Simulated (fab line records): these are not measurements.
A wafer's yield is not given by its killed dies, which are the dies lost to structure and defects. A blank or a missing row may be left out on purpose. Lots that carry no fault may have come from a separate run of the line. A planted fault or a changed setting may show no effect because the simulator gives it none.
fab line records	flow n5-finfet
record: lots: 14	wafers: 38	last-day: 17
route steps=1938 shown BEOL_M15@1812 MIM_BOT_ETCH@1867 PASSIVATION@1921
lots with no fault: from the same line, run without faults
start-h: the number of hours between the record's first day and the start of the first shown wafer of the lot	wait-h: hours since the lot's step before	" identical to the entry in the row above	L1.1+2: several wafers, shown together as one row	- either no value or no given start	* or withheld: withheld	< > ~ a bound
route shown NAME@n: names a module that has steps shown in the file, with the first one's number in the route	usual: average and standard deviation across the fault-free wafers	same: alike in all rows	chamber/n: place in a boat	sites: each site's reading	_std_site: standard deviation across them	_edge_site: outer sites' mean less inner sites'	radius-mm: how far each site lies from the wafer's centre	mask NAME#n: copy n	behind: the last tool/chamber to shape the wafer	hold: why the lot was held/for how many hours/how that ended	device: names the non-switching transistor (n, p or np)	end of line: the same wafers' tests at the end of the route	a step without rows: its recipe alone	killed: the dies lost at the first sort to structure and to defects; this is not the yield of the wafer	map: shows each die of a wafer: x if killed, . if not, _ if none is there
set.NAME: setting as actually run; set.NAME@STEP: the setting as run at that earlier step	model.NAME: the simulator's own value behind a step, which no gauge read
route steps across a sampled set of lots; one table per step, one row per wafer
services: a tool's chamber out of use, with start hour (start-h, from the record's first day; less than 0 if before it), hours out, and reason
== steps ==
step: N5_BEOL_M15_STRIP_62
recipe: chemistry: O2	power-w: 600	temp-c: 60	pressure-mtorr: 30	rf-frequency-hz: 6e+07	bias-power-w: 0	overash-fraction: 0.3	o2-flow-sccm: 225
usual: drypump-motor-current-A: 5.6/0.52	oes-product-au: 0.82/0.1	rf-vpp-V: 3.7/0.51	showerhead-plenum-p-Torr: 2.09/0.081	throttle-valve-pct: 16.56/0.28
same: bias-power-w: 0
lot.wafer	tool	chamber	start-h	wait-h	drypump-motor-current-A	oes-product-au	rf-hours-counter-h	rf-vpp-V	showerhead-plenum-p-Torr	throttle-valve-pct
L896.4	rie-diel-05	0	-	-	5.5	0.86	-	3.1	2.12	16.14
L896.5	"	3	"	"	5.0	0.95	-	3.8	2.04	15.89
L896.6	"	2	"	"	5.7	0.65	-	4.1	2.15	16.49
L897.2	rie-diel-03	0	-	-	5.6	0.93	12	3.6	2.07	16.52
L897.3	"	2	"	"	6.6	0.74	178	3.9	2.19	16.73
L897.4	"	0	"	"	5.6	0.95	-	2.3	2.07	16.54
L899.2	rie-diel-04	2	-	-	6.3	0.68	241	3.5	2.07	17.02
L899.4	"	1	"	"	5.0	0.69	188	4.4	2.00	16.73
L899.5	"	0	"	"	5.1	0.69	-	3.2	1.98	16.64
L900.1	rie-diel-05	3	-	-	5.0	0.91	23	2.6	2.03	15.93
L900.2	"	0	"	"	5.5	0.84	77	3.6	2.12	16.16
L900.4	"	2	"	"	5.7	1.00	2	3.0	2.15	16.06
L903.2	rie-diel-03	3	-	-	5.5	0.91	33	5.1	2.06	16.62
L903.3	"	1	"	"	4.9	0.83	78	2.7	2.20	16.85
L903.5	"	2	"	"	6.6	0.74	-	3.1	2.18	16.75
L905.1	rie-diel-03	1	-	-	4.9	0.83	82	3.3	2.20	16.87
L905.5	"	3	"	"	5.4	0.90	-	3.7	2.05	16.63
L906.1	rie-diel-04	3	-	-	6.1	0.74	170	3.5	2.01	16.80
L906.2	"	2	"	"	6.2	1.01	0	3.7	2.07	16.65
L906.4	"	2	"	"	6.3	1.01	-	3.4	2.07	16.64
L907.5	rie-diel-03	0	-	-	5.7	0.90	-	3.2	2.06	16.57
L907.6	"	3	"	"	5.4	0.88	-	4.1	2.05	16.66
L908.1	rie-diel-05	1	-	-	5.8	0.92	26	4.1	2.23	16.29
L908.3	"	0	"	"	5.5	0.83	94	3.2	2.11	16.20
L908.4	"	2	"	"	5.7	0.94	17	2.5	2.14	16.09
L911.4	rie-diel-03	3	-	-	5.4	0.88	-	3.0	2.05	16.64
L911.5	"	2	"	"	6.6	0.72	-	3.6	2.18	16.78
L911.6	"	0	"	"	5.7	0.88	-	4.2	2.06	16.58
L912.5	rie-diel-03	1	-	-	4.9	0.82	-	3.3	2.20	16.90
L912.6	"	2	"	"	6.6	0.72	-	3.8	2.18	16.77
L917.1	rie-diel-05	2	-	-	5.7	0.91	33	3.4	2.13	16.12
L917.5	"	1	"	"	5.8	0.88	-	3.7	2.23	16.32
L918.1	rie-diel-04	1	-	-	5.0	0.66	232	3.7	1.99	16.82
L918.2	"	2	"	"	6.3	0.90	31	4.6	2.06	16.69
L918.6	"	2	"	"	6.3	0.90	-	3.6	2.06	16.69
L919.1	rie-diel-03	2	-	-	6.6	0.71	219	3.4	2.17	16.82
L919.3	"	0	"	"	5.7	0.86	52	3.2	2.05	16.62
L919.5	"	2	"	"	6.6	0.71	-	4.1	2.17	16.80
step: N5_BEOL_M15_STRIP_37
recipe: chemistry: O2	power-w: 600	temp-c: 60	pressure-mtorr: 30	rf-frequency-hz: 6e+07	bias-power-w: 0	overash-fraction: 0.3	o2-flow-sccm: 225
usual: drypump-motor-current-A: 5.6/0.53	oes-product-au: 0.82/0.1	rf-vpp-V: 3.6/0.57	showerhead-plenum-p-Torr: 2.09/0.081	throttle-valve-pct: 16.56/0.28
same: bias-power-w: 0
lot.wafer	tool	chamber	start-h	wait-h	drypump-motor-current-A	oes-product-au	rf-hours-counter-h	rf-vpp-V	showerhead-plenum-p-Torr	throttle-valve-pct
L896.4	rie-diel-05	0	-	-	5.5	0.86	-	3.9	2.12	16.12
L896.5	"	3	"	"	5.0	0.94	-	3.7	2.04	15.91
L896.6	"	2	"	"	5.7	0.65	-	3.3	2.15	16.49
L897.2	rie-diel-03	0	-	-	5.7	0.94	12	3.5	2.07	16.54
L897.3	"	2	"	"	6.6	0.73	178	3.5	2.19	16.74
L897.4	"	0	"	"	5.6	0.93	-	2.6	2.07	16.54
L899.2	rie-diel-04	2	-	-	6.2	0.69	241	3.3	2.07	17.03
L899.4	"	1	"	"	5.0	0.70	188	3.9	2.00	16.74
L899.5	"	0	"	"	5.1	0.69	-	4.5	1.98	16.65
L900.1	rie-diel-05	3	-	-	5.0	0.91	23	3.5	2.03	15.91
L900.2	"	0	"	"	5.6	0.85	77	3.4	2.12	16.18
L900.4	"	2	"	"	5.7	0.99	2	4.2	2.15	16.04
L903.2	rie-diel-03	3	-	-	5.4	0.89	33	3.8	2.06	16.62
L903.3	"	1	"	"	4.9	0.83	78	3.6	2.20	16.87
L903.5	"	2	"	"	6.6	0.73	-	4.4	2.18	16.74
L905.1	rie-diel-03	1	-	-	4.9	0.81	82	3.4	2.20	16.86
L905.5	"	3	"	"	5.4	0.90	-	3.6	2.06	16.62
L906.1	rie-diel-04	3	-	-	6.0	0.73	170	2.3	2.01	16.78
L906.2	"	2	"	"	6.3	1.01	0	3.3	2.07	16.65
L906.4	"	2	"	"	6.3	1.01	-	3.7	2.07	16.63
L907.5	rie-diel-03	0	-	-	5.7	0.90	-	2.7	2.06	16.56
L907.6	"	3	"	"	5.4	0.88	-	2.2	2.05	16.63
L908.1	rie-diel-05	1	-	-	5.8	0.92	26	4.2	2.23	16.27
L908.3	"	0	"	"	5.5	0.82	94	4.1	2.11	16.20
L908.4	"	2	"	"	5.7	0.95	18	3.9	2.14	16.10
L911.4	rie-diel-03	3	-	-	5.5	0.87	-	4.1	2.05	16.66
L911.5	"	2	"	"	6.6	0.71	-	3.5	2.18	16.79
L911.6	"	0	"	"	5.6	0.89	-	3.5	2.06	16.58
L912.5	rie-diel-03	1	-	-	4.9	0.81	-	4.1	2.20	16.90
L912.6	"	2	"	"	6.6	0.71	-	3.6	2.18	16.77
L917.1	rie-diel-05	2	-	-	5.8	0.90	33	3.6	2.14	16.13
L917.5	"	1	"	"	5.8	0.89	-	3.1	2.23	16.32
L918.1	rie-diel-04	1	-	-	5.0	0.66	232	4.1	1.99	16.82
L918.2	"	2	"	"	6.3	0.90	31	4.4	2.06	16.72
L918.6	"	2	"	"	6.3	0.90	-	4.2	2.06	16.67
L919.1	rie-diel-03	2	-	-	6.6	0.72	219	4.1	2.17	16.79
L919.3	"	0	"	"	5.7	0.85	52	4.2	2.05	16.61
L919.5	"	2	"	"	6.6	0.72	-	4.0	2.17	16.82
step: N5_MIM_BOT_ETCH_ETCH_03
recipe: chemistry: Cl2/BCl3	target-depth-a: 120	pressure-mtorr: 8	icp-w: 800	bias-w: 100	Cl2_flow_sccm: 20	bcl3-flow-sccm: 80
usual: drypump-motor-current-A: 5.64/0.17	oes-product-au: 0.83/0.11	throttle-valve-pct: 27.60/0.26
lot.wafer	tool	chamber	start-h	wait-h	drypump-motor-current-A	oes-product-au	rf-hours-counter-h	throttle-valve-pct
L896.4	rie-metal-03	0	239.18	0.1	5.49	0.61	-	27.92
L896.5	"	1	"	"	5.62	0.61	-	27.59
L896.6	"	0	"	"	5.50	0.62	-	27.93
L897.2	rie-metal-02	0	262.35	0.1	5.87	0.86	-	27.93
L897.3	"	0	"	"	5.85	0.84	-	27.94
L897.4	"	0	"	"	5.86	0.84	-	27.95
L899.2	rie-metal-01	1	262.36	0.1	5.64	0.68	79	27.43
L899.4	"	1	"	"	5.66	0.69	-	27.43
L899.5	"	1	"	"	5.63	0.69	-	27.43
L900.1	rie-metal-01	1	277.76	0.1	5.66	0.69	81	27.45
L900.2	"	0	"	"	5.34	0.78	43	27.39
L900.4	"	0	"	"	5.31	0.79	-	27.38
L903.2	rie-metal-03	0	302.12	0.1	5.51	1.02	0	27.47
L903.3	"	0	"	"	5.52	1.02	-	27.45
L903.5	"	1	"	"	5.59	0.97	-	27.75
L905.1	rie-metal-01	0	314.74	0.1	5.35	0.80	46	27.39
L905.5	"	0	"	"	5.35	0.78	-	27.39
L906.1	rie-metal-02	1	318.27	0.1	5.64	0.95	3	27.29
L906.2	"	0	"	"	5.85	0.81	25	27.95
L906.4	"	0	"	"	5.86	0.81	-	27.96
L907.5	rie-metal-02	1	326.26	0.1	5.65	0.94	-	27.30
L907.6	"	0	"	"	5.84	0.82	-	27.95
L908.1	rie-metal-02	0	339.06	0.1	5.86	0.80	27	27.96
L908.3	"	0	"	"	5.88	0.80	-	27.95
L908.4	"	1	"	"	5.69	0.93	-	27.29
L911.4	rie-metal-02	0	351.33	0.1	5.86	0.81	-	27.93
L911.5	"	1	"	"	5.64	0.93	-	27.31
L911.6	"	0	"	"	5.85	0.81	-	27.95
L912.5	rie-metal-02	1	354.91	0.1	5.65	0.92	-	27.31
L912.6	"	0	"	"	5.86	0.80	-	27.96
L917.1	rie-metal-02	0	389.69	0.1	5.84	0.78	31	27.96
L917.5	"	1	"	"	5.61	0.90	-	27.31
L918.1	rie-metal-02	0	405.45	0.1	5.87	0.78	32	27.98
L918.2	"	1	"	"	5.64	0.89	10	27.32
L918.6	"	0	"	"	5.87	0.79	-	27.97
L919.1	rie-metal-03	1	405.61	0.1	5.60	0.87	11	27.76
L919.3	"	1	"	"	5.60	0.87	-	27.79
L919.5	"	0	"	"	5.51	0.92	-	27.48
step: N5_PASSIVATION_EXPOSE_41
recipe: mask-id: PASS_OPEN	na: 0.55	defocus-nm: 0	source-shape: conventional	sigma-outer: 0.8	polarization: unpolarized	target-cd-nm: 40000	dose-mj: 57.25
usual: exposure-dose-mJ-cm2: 57.26/0.06	focus-offset-nm: 0.0/0.45	sigma-outer: 0.8/0	stage-vel-mm-s: 500.05/0.22
lot.wafer	tool	chamber	start-h	wait-h	mask	exposure-dose-mJ-cm2	focus-offset-nm	sigma-outer	stage-vel-mm-s
L896.4	krf-scanner-02	0	244.85	-	PASS_OPEN#0	57.29	-0.6	0.8	499.81
L896.5	"	0	"	"	PASS_OPEN#0	57.28	0.3	0.8	499.82
L896.6	"	0	"	"	PASS_OPEN#0	57.29	0.4	0.8	500.20
L899.2	krf-scanner-02	0	267.04	-	PASS_OPEN#0	57.30	-0.1	0.8	500.05
L899.4	"	0	"	"	PASS_OPEN#0	57.24	0.3	0.8	499.81
L899.5	"	0	"	"	PASS_OPEN#0	57.23	0.4	0.8	499.92
L897.2	krf-scanner-01	0	268.66	-	PASS_OPEN#0	57.22	-1.2	0.8	500.01
L897.3	"	0	"	"	PASS_OPEN#0	57.22	-0.8	0.8	499.84
L897.4	"	0	"	"	PASS_OPEN#0	57.29	-0.9	0.8	499.93
L900.1	krf-scanner-02	0	283.50	-	PASS_OPEN#0	57.25	-0.5	0.8	500.11
L900.2	"	0	"	"	PASS_OPEN#0	57.22	-0.2	0.8	500.10
L900.4	"	0	"	"	PASS_OPEN#0	57.31	0.2	0.8	499.84
L903.2	krf-scanner-01	0	308.29	-	PASS_OPEN#0	57.27	0.3	0.8	500.21
L903.3	"	0	"	"	PASS_OPEN#0	57.41	0.1	0.8	499.84
L903.5	"	0	"	"	PASS_OPEN#0	57.29	-0.4	0.8	500.55
L905.1	krf-scanner-01	0	320.20	-	PASS_OPEN#0	57.17	-0.8	0.8	500.26
L905.5	"	0	"	"	PASS_OPEN#0	57.35	-0.1	0.8	500.27
L906.1	krf-scanner-02	0	323.55	-	PASS_OPEN#0	57.25	0.2	0.8	499.93
L906.2	"	0	"	"	PASS_OPEN#0	57.23	0.6	0.8	500.07
L906.4	"	0	"	"	PASS_OPEN#0	57.29	-0.4	0.8	500.44
L907.5	krf-scanner-02	0	335.10	-	PASS_OPEN#0	57.24	0.0	0.8	500.48
L907.6	"	0	"	"	PASS_OPEN#0	57.26	-0.4	0.8	500.21
L908.1	krf-scanner-02	0	343.50	-	PASS_OPEN#0	57.19	-0.2	0.8	499.78
L908.3	"	0	"	"	PASS_OPEN#0	57.25	0.3	0.8	499.75
L908.4	"	0	"	"	PASS_OPEN#0	57.23	-0.2	0.8	499.77
L911.4	krf-scanner-01	-	356.63	-	PASS_OPEN#0	-	-	-	-
L911.5	"	-	"	"	PASS_OPEN#0	-	-	-	-
L911.6	"	-	"	"	PASS_OPEN#0	-	-	-	-
L912.5	krf-scanner-02	-	360.30	-	PASS_OPEN#0	-	-	-	-
L912.6	"	-	"	"	PASS_OPEN#0	-	-	-	-
L917.1	krf-scanner-02	0	394.62	-	PASS_OPEN#0	57.15	0.2	0.8	500.23
L917.5	"	0	"	"	PASS_OPEN#0	57.19	0.2	0.8	500.29
L918.1	krf-scanner-01	0	411.51	-	PASS_OPEN#0	57.31	0.3	0.8	500.12
L918.2	"	0	"	"	PASS_OPEN#0	57.33	-0.3	0.8	499.64
L918.6	"	0	"	"	PASS_OPEN#0	57.36	-0.3	0.8	499.88
L919.1	krf-scanner-02	0	412.36	-	PASS_OPEN#0	57.21	0.8	0.8	500.15
L919.3	"	0	"	"	PASS_OPEN#0	57.25	0.3	0.8	500.01
L919.5	"	0	"	"	PASS_OPEN#0	57.22	0.8	0.8	499.60
== services ==
tool	chamber	start-h	hours	kind
krf-scanner-02	-	215.62	4.1	repair
krf-scanner-02	-	238.69	3.1	repair
krf-scanner-01	-	265.57	1.3	pm
krf-scanner-02	-	268.86	4.0	pm
krf-scanner-02	-	272.88	1.3	pm
krf-scanner-01	-	284.16	4.0	pm
krf-scanner-02	-	299.12	0.5	repair
krf-scanner-01	-	299.81	1.0	pm
krf-scanner-02	-	300.81	1.0	pm
krf-scanner-01	-	317.18	1.1	repair
krf-scanner-02	0	327.10	-	calibration
krf-scanner-01	-	333.29	1.8	repair
krf-scanner-02	-	337.29	0.8	pm
rie-diel-03	1	342.20	1.8	repair
krf-scanner-01	-	345.92	0.5	repair
rie-diel-04	1	359.38	18.2	repair
krf-scanner-01	-	364.40	4.4	pm
rie-diel-05	3	367.83	2.5	repair
rie-diel-03	3	370.70	7.7	repair
rie-metal-03	0	374.71	4.0	repair
rie-diel-04	2	385.79	2.7	repair
krf-scanner-02	-	386.38	4.8	repair
rie-diel-03	3	389.13	16.0	repair
krf-scanner-01	-	401.16	2.2	repair
== key ==
first-sign: step: N5_PASSIVATION_EXPOSE_41	reading: tool-record	direction: missing
effect none on later readings
met-at N5_PASSIVATION_EXPOSE_41
struck-lots L911,L912
later-rows-left-out L911.4,L911.5,L911.6,L912.5,L912.6
sort-left-out L911.4,L911.5,L911.6,L912.5,L912.6
not-acting-at N5_BEOL_M15_STRIP_62,N5_BEOL_M15_STRIP_37,N5_MIM_BOT_ETCH_ETCH_03
onset-between 343.50 356.63
fault: kind: skipped-step-whole	tool: krf-scanner-01,krf-scanner-02	chamber: -	onset-h: 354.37	steps: N5_PASSIVATION_EXPOSE_41	scope: struck-lots-only
sort-left-out: the simulated sort isn't trusted on such a fault, so these wafers' sort isn't shown, and their yield isn't known
later-rows-left-out: the simulator's readings of these wafers behind a module that went badly wrong aren't trusted and aren't shown, but for the sort
